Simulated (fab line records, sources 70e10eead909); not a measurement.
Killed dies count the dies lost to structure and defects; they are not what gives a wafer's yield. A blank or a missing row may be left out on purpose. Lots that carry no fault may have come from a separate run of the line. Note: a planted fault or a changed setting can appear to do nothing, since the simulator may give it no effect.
Matching of chambers	flow nandHarc	aldHk-03 running NHARC_A_CHANNEL_FILL_D2_ALD_02: 4 sister chambers
The step deposits SiO2, target thk 6 nm, pulse time 10 s, ald cycles 60. 4 wafers are shown with their chamber, then 7 later ones without.

WAFERS PAIRED WITH THEIR CHAMBERS
wafer	chamber	heaterPowerW (W)
L083.1	3	569
L083.6	2	476
L084.2	0	497
L084.3	1	486

WAFERS MISSING THEIR CHAMBER
wafer	heaterPowerW (W)
L084.5	547
L086.1	562
L086.2	485
L086.3	474
L089.3	560
L089.5	507
L089.6	562

WHICH CHAMBER EACH ONE RAN IN
wafer	from the rows above	in truth
L084.5	3	3
L086.1	3	3
L086.2	can't be placed: 1 or 2 or 0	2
L086.3	can't be placed: 2 or 1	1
L089.3	3	3
L089.5	can't be placed: 0 or 1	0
L089.6	3	3
Correctly placed: 4 of 7. Can't be placed from these rows: 3 (the true chamber is among the candidates in 3). Number placed wrongly: 0.
How it was worked out, from the rows above alone: a wafer's distance from a chamber is the root of the sum, over the readings, of the square of ((its reading less the chamber's mean) divided by the reading's scatter). The wafer belongs to the nearest chamber; if the next one is less than 2 further off, it can't be placed. The mean given for a chamber averages the wafers shown for that chamber. The scatter: with one shown wafer a chamber, the root of the mean of the squares of how far each hidden wafer lies from its nearest shown one.
